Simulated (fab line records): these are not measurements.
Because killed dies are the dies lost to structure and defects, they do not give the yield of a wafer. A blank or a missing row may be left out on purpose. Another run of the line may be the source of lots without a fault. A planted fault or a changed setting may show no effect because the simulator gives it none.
Chamber matching -- flow n5 finfet -- 4 sister chambers for N5_BEOL_M6_STRIP_36 on rie diel-01
The step strips in N2/H2. 14 wafers are shown with their chamber, then 7 later ones without.

== WAFERS PAIRED WITH THEIR CHAMBERS ==
wafer,chamber,showerhead plenum p Torr (Torr),throttle valve pct (%),oes product au (a.u.)
L075.1,3,2.51,24.45,0.67
L075.4,2,2.46,23.15,0.86
L075.6,3,2.51,24.43,0.68
L081.1,2,2.45,23.20,0.82
L081.2,0,2.66,23.70,0.79
L081.6,1,2.49,23.61,0.97
L088.2,1,2.48,23.64,0.93
L088.4,0,2.66,23.74,0.78
L088.6,2,2.45,23.22,0.81
L089.1,1,2.48,23.64,0.92
L089.3,2,2.44,23.21,0.82
L089.6,1,2.48,23.62,0.92
L091.3,0,2.66,23.73,0.78
L091.4,1,2.48,23.66,0.92

SIGNATURES (averages over the wafers above)
reading,chamber 0,chamber 1,chamber 2,chamber 3,scatter within a chamber
showerhead plenum p Torr,2.6600,2.4820,2.4500,2.5100,0.00529
throttle valve pct,23.7233,23.6340,23.1950,24.4400,0.0234
oes product au,0.7833,0.9320,0.8275,0.6750,0.0186
Rule: for a wafer and a chamber, the distance is found by dividing, reading by reading, the gap between the wafer's reading and the chamber's mean by the reading's scatter, squaring, summing and taking the root. If the next closest chamber is less than 2 further off than the closest, the wafer can't be placed; otherwise it belongs to the closest. The scatter is the square root of a quotient: the sum, over the shown wafers, of each reading's squared deviation from its chamber's mean, divided by wafers minus chambers.

== WAFERS WHOSE CHAMBER IS MISSING ==
wafer,showerhead plenum p Torr (Torr),throttle valve pct (%),oes product au (a.u.)
L091.6,2.44,23.24,0.81
L095.1,2.65,23.74,0.76
L095.2,2.49,23.69,0.88
L095.3,2.44,23.25,0.79
L096.3,2.65,23.74,0.77
L096.5,2.65,23.77,0.77
L096.6,2.47,23.67,0.88

== WHICH CHAMBER EACH WENT THROUGH ==
wafer,from the rows above,in truth
L091.6,2,2
L095.1,0,0
L095.2,1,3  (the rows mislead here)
L095.3,2,2
L096.3,0,0
L096.5,0,0
L096.6,1,1
Correctly placed: 6 of 7. Number that these rows cannot place: 0. Placed wrongly: 1.
